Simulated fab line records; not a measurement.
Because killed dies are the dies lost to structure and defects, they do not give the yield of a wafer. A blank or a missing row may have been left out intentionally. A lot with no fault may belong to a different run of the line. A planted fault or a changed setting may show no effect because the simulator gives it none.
Split-lot trial    flow n5 finfet    route with 1938 steps; 7 lots, 39 wafers read

## ABOUT THE SPLIT
At N5_HKMG_FIN_CVD_62 (deposits a-Si from Si2H6, target thk 3 nm, time 20.8 s), the setting target thk a was moved away from the recipe's 30 angstrom on 15 of the 39 wafers read, by -55.0% to +43.9%. The other wafers ran this setting at the recipe's value.

The split's own step is where the reading is taken.

## THE READING
a-Si_of_HKMG_FIN_CVD_62.thk nm (the simulator's own value, which no gauge read), in nm, at N5_HKMG_FIN_CVD_62 (deposits a-Si from Si2H6, target thk 3 nm, time 20.8 s). There is no usual value for it anywhere in the file. Average 3.0 nm, standard deviation 0.14 nm, over the 24 wafers here run with the recipe.

wafer   tool, chamber at the split  target thk a as run, angstrom  against the recipe  a-Si_of_HKMG_FIN_CVD_62.thk nm, nm  against lot-mates on the recipe
L082.1  thermal cvd si-01, 1        34.79                          +16.0%              3.6                                 +0.7
L082.6  thermal cvd si-01, 1        34.79                          +16.0%              3.6                                 +0.7
L082.2  thermal cvd si-01, 0        30                             recipe              3                                   -
L082.3  thermal cvd si-01, 2        30                             recipe              2.8                                 -
L082.4  thermal cvd si-01, 2        30                             recipe              2.8                                 -
L082.5  thermal cvd si-01, 0        34.79                          +16.0%              3.4                                 +0.5
L083.1  thermal cvd si-02, 2        36.96                          +23.2%              3.8                                 +0.9
L083.2  thermal cvd si-02, 0,1      30                             recipe              2.8                                 -
L083.4  thermal cvd si-02, 0,1      30                             recipe              2.8                                 -
L083.3  thermal cvd si-02, 1        30                             recipe              3                                   -
L083.5  thermal cvd si-02, 0,2      36.96                          +23.2%              3.6                                 +0.7
L083.6  thermal cvd si-02, 0,2      36.96                          +23.2%              3.6                                 +0.7
L085.1  thermal cvd si-02, 1,2,1,2  30                             recipe              3                                   -
L085.2  thermal cvd si-02, 1,2,1,2  30                             recipe              3                                   -
L085.4  thermal cvd si-02, 1,2,1,2  30                             recipe              3                                   -
L085.6  thermal cvd si-02, 1,2,1,2  30                             recipe              3                                   -
L085.3  thermal cvd si-02, 0        30                             recipe              2.8                                 -
L085.5  thermal cvd si-02, 0        30                             recipe              2.8                                 -
L090.3  thermal cvd si-01, 2        30                             recipe              3                                   -
L090.5  thermal cvd si-01, 1,0      30                             recipe              3.2                                 -
L090.6  thermal cvd si-01, 1,0      30                             recipe              3.2                                 -
L093.1  thermal cvd si-02, 1        30                             recipe              3.2                                 -
L093.2  thermal cvd si-02, 2,1      22.01                          -26.6%              2.4                                 -0.7
L093.6  thermal cvd si-02, 2,1      22.01                          -26.6%              2.4                                 -0.7
L093.3  thermal cvd si-02, 0        30                             recipe              3                                   -
L093.4  thermal cvd si-02, 0        30                             recipe              3                                   -
L093.5  thermal cvd si-02, 2        22.01                          -26.6%              2.2                                 -0.9
L094.1  thermal cvd si-01, 1,2,2    30                             recipe              3                                   -
L094.3  thermal cvd si-01, 1,2,2    30                             recipe              3                                   -
L094.4  thermal cvd si-01, 1,2,2    30                             recipe              3                                   -
L094.2  thermal cvd si-01, 0,0,1    13.49                          -55.0%              1.4                                 -1.6
L094.5  thermal cvd si-01, 0,0,1    13.49                          -55.0%              1.4                                 -1.6
L094.6  thermal cvd si-01, 0,0,1    13.49                          -55.0%              1.4                                 -1.6
L096.1  thermal cvd si-01, 1,0      30                             recipe              3.2                                 -
L096.2  thermal cvd si-01, 1,0      30                             recipe              3.2                                 -
L096.3  thermal cvd si-01, 2        30                             recipe              3                                   -
L096.4  thermal cvd si-01, 2,1,0    43.18                          +43.9%              4.4                                 +1.3
L096.5  thermal cvd si-01, 2,1,0    43.18                          +43.9%              4.4                                 +1.3
L096.6  thermal cvd si-01, 2,1,0    43.18                          +43.9%              4.4                                 +1.3
The file does not say which wafer passed through which chamber wherever a row lists several chambers: such a row stands for several wafers.

THE FIT
A straight line over all 39 wafers: a-Si_of_HKMG_FIN_CVD_62.thk nm changes by +0.0296 nm for each +1% of target thk a; r = +0.98; the points scatter about the line by 0.13 nm.
The same after taking each lot's own level away (the mean of its wafers on the recipe; 39 wafers): +0.0298 nm for each +1%; r = +0.99; scatter 0.1 nm.
Per that fit: largest target thk a move, reading shift of 1.6 nm.
The span of the lots' own levels, 2.87 to 3.13 nm, comes to 2.0 times the standard deviation stated above.
Consequently the slope shifts little with the lot-to-lot level, the two slopes agreeing.
Check: for one of the wafers moved furthest among these (-55.0%), held out of the fit, the line's prediction against its lot-mates is -1.61 nm. Against them it came out at -1.6 nm.

## THESE WAFERS: OTHER SPLITS
These wafers also went through other splits before the reading. Each is held against what the fit with the lots' levels taken away leaves over:
other split on the same wafers      wafers away from the commonest value  r with a-Si_of_HKMG_FIN_CVD_62.thk nm (lot level and that fit taken away)
N5_FIN_SAQP_HM_DEP_72 target thk a  9                                     +0.05
N5_SPACER0_ALD_07 target thk a      6                                     -0.16

## FILE'S OWN FIT
a-Si_of_HKMG_FIN_CVD_62.thk nm changes by +0.0298 nm for each +1% of target thk a, r = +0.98.
